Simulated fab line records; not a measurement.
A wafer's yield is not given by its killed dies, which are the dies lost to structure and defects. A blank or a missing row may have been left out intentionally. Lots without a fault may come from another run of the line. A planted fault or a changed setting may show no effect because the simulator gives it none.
Code-filled problem report in 8D (eight disciplines) form -- flow n5 finfet -- the parts of the form that need people (team, actions taken, sign-off) are left out

## 1. WHAT WENT WRONG
At N5_FIN_SAQP_ETCH_51, etch rf on time s averages 53.9 s over 4 wafers from 3 lots, while fault-free wafers read 75.8 s, standard deviation 1.2. Measured from the usual mean, that is -18 standard deviations.
The step: etches SiARC in CF4, target depth 45.5 nm, time 75.8 s.
Earliest sighting: wafer L409.1 on rie diel-01 at day 7 04:07. At this step, 30 wafers from 11 lots have a number in the record. By rule, "out" or "out of limits" means more than 4 standard deviations away from the usual mean. All remaining wafers that have a number are taken as sound.

## 2. WHAT IT IS; WHAT IT IS NOT
question,is,is not
which readings at this step,etch rf on time s,"drypump motor current A, rf vpp V, showerhead plenum p Torr, throttle valve pct"
which lots,"L409, L410, L411","L388, L391, L392, L394, L395, L397, L402, L405"
which wafers of those lots,"L409.1, L409.6, L410.6, L411.1","L410.2, L411.2"
read on which tools,rie diel-01,"rie diel-03, rie diel-04"
when,from day 7 04:07,"up to then (24 sound wafers); but 2 sound wafers of L410, L411 came after"

## 3. THE SUSPECTS, EACH WITH WHAT RULES IT OUT
Counting: any tool at a process step up to the reading remains a suspect provided it ran every lot that is out. Sound lots after the first of them don't rule it out here, since some wafers of a struck lot are sound.
- rie diel-01 at N5_FIN_SAQP_ETCH_51 (etches SiARC in CF4, target depth 45.5 nm, time 75.8 s): kept. Every lot that is out went through it, the first being L409 (day 7 04:07); the last sound lot it ran before that was L405 (day 6 03:47). On those wafers its own readings are out: etch rf on time s.
After counting, what remains is rie diel-01 at N5_FIN_SAQP_ETCH_51.

## 4. THE CAUSE (what the simulator had put in)
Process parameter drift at N5_FIN_SAQP_ETCH_51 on rie diel-01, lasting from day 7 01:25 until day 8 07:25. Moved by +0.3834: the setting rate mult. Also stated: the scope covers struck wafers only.
Counting left only this tool.

## 5. THE CHAIN OF EFFECTS, in route order
Each row: a reading whose mean over the struck wafers that have a number lies more than 3 standard deviations from the usual. Scope: only readings with a usual standard deviation given in the record; hours: median across lots of the time from each lot's start at the first step in this table that gives one to its start at this step; sigmas: change in usual standard deviations.
hours,step,reading,usual,on struck wafers,change,sigmas
0,N5_FIN_SAQP_ETCH_51,etch rf on time s,75.8 s,53.9,-21.9,-18
Here are the process steps it includes:
- N5_FIN_SAQP_ETCH_51: etches SiARC in CF4, target depth 45.5 nm, time 75.8 s.

## 6. WHAT WOULD HAVE CAUGHT IT SOONER
3 hours passed between the start of the fault at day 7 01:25 and the first reading out of limits in this record, taken at day 7 04:07.
